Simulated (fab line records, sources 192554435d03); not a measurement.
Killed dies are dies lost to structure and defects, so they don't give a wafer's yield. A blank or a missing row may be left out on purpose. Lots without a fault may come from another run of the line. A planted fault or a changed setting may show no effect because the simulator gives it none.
Chamber matching | flow n5_finfet | N5_BEOL_M10_DESCUM_16 on rie_diel-05: 4 sister chambers
The step chemistry O2, time 7.9 s. 4 wafers are shown with their chamber, then 7 later ones without.

WAFERS WITH THEIR CHAMBER
wafer  | chamber | throttle_valve_pct (%)
L083.6 | 2       | 20.15
L085.6 | 3       | 20.58
L091.4 | 0       | 19.80
L091.5 | 1       | 20.44

WAFERS WITHOUT THEIR CHAMBER
wafer  | throttle_valve_pct (%)
L091.6 | 20.17
L096.1 | 20.17
L096.5 | 20.46
L096.6 | 20.19
L097.1 | 20.47
L097.2 | 19.80
L097.6 | 20.63

WHICH CHAMBER EACH WENT THROUGH
wafer  | from the rows above | in truth
L091.6 | 2                   | 2
L096.1 | 2                   | 2
L096.5 | 1                   | 1
L096.6 | 2                   | 2
L097.1 | 1                   | 1
L097.2 | 0                   | 0
L097.6 | 3                   | 3
Placed correctly: 7 of 7. Can't be placed from these rows: 0. Placed wrongly: 0.
How it was worked out, from the rows above alone: a wafer's distance from a chamber is the root of the sum, over the readings, of the square of ((its reading less the chamber's mean) divided by the reading's scatter). The wafer belongs to the nearest chamber; if the next one is less than 2 further off, it can't be placed. A chamber's mean is the mean of its shown wafers. The scatter: with one shown wafer a chamber, the root of the mean of the squares of how far each hidden wafer lies from its nearest shown one.
